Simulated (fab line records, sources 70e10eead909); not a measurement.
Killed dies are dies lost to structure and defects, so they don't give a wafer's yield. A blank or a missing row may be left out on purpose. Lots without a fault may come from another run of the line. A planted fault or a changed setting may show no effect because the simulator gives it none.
Problem report in the 8D (eight disciplines) form, filled by code | flow nand_harc | the parts of the form that need people (team, actions taken, sign-off) are left out

1. THE PROBLEM
killed_at_array at NHARC_END_SORT_01 reads a mean of 672 on 6 wafers of 2 lots; wafers without a fault read 59 with a standard deviation of 16. That is +38 standard deviations from the usual mean.
First seen on wafer L233.2, day 30 02:42, on prober-02. The record holds 24 wafers of 8 lots with a number at this step. Rule for "out", or "out of limits": more than 4 standard deviations from the usual mean. The other wafers with a number count as sound.

2. WHAT IT IS AND WHAT IT IS NOT
question                    | is                           | is not
which readings at this step | killed_at_array, killed_dies | killed_at_periphery, killed_open, killed_short
which lots                  | L232, L233                   | L223, L225, L226, L240, L242, L243
which wafers of those lots  | all that have a number       | -
read on which gauges        | prober-02                    | prober-01
when                        | from day 30 02:42            | up to then (9 sound wafers); but 9 sound wafers of L240, L242, L243 came after

3. SUSPECTS, AND WHAT RULES EACH OUT
Counting: a tool at a process step up to the reading stays a suspect if it ran every lot that is out and no sound lot after the first of them.
- the gauge at NHARC_END_SORT_01: kept. All the wafers that are out were read on prober-02, and no step on other tools shows them out.
- rie_diel-03 at NHARC_A_STAIRCASE_ETCH_313 (etches the open film in CF4/CHF3): kept. It ran every lot that is out, first L232 (day 21 15:06), and no sound lot after that; its last sound lot up to then is L225 (day 17 22:34).
- pecvd-03 at NHARC_A_STAIRCASE_DEP_417 (deposits Si3N4, target thk 60 nm): kept. It ran every lot that is out, first L232 (day 21 19:08), and no sound lot after that; its last sound lot up to then is L226 (day 18 06:34).
- pecvd-03 at NHARC_A_STAIRCASE_DEP_325 (deposits SiO2, target thk 7200 nm): ruled out as a lasting fault. Sound lots L242 ran on it after its first lot that is out, L232 (day 23 02:17).
Left after counting: rie_diel-03 at NHARC_A_STAIRCASE_ETCH_313, pecvd-03 at NHARC_A_STAIRCASE_DEP_417, prober-02 at NHARC_END_SORT_01.

4. THE CAUSE (what the simulator had put in)
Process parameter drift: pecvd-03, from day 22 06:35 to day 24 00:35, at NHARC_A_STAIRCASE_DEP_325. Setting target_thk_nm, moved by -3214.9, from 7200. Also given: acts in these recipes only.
Counting left 3 suspects, and this tool is among them.

5. THE CHAIN OF EFFECTS, in route order
Each row: a reading whose mean over the struck wafers that have a number lies more than 3 standard deviations from the usual. Only readings for which the record gives a usual standard deviation are gone through. hours: the time from each lot's start at the first step in this table that gives one to its start at this step, as a median over the lots. sigmas: the change in usual standard deviations.
hours | step              | reading         | usual | on struck wafers | change | sigmas
0     | NHARC_END_SORT_01 | killed_at_array | 59    | 672              | +613   | +38
0     | NHARC_END_SORT_01 | killed_dies     | 64    | 677              | +613   | +38

6. WHAT WOULD HAVE CAUGHT IT SOONER
In this record the first reading out of limits at a measuring or inspecting step was taken at day 30 02:42, 188 hours after the fault began at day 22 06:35.
Of the tool readings at NHARC_A_STAIRCASE_DEP_325 for which the record gives a usual standard deviation, none was out on any struck wafer, so an alarm limit of 4 standard deviations on them would not have fired.
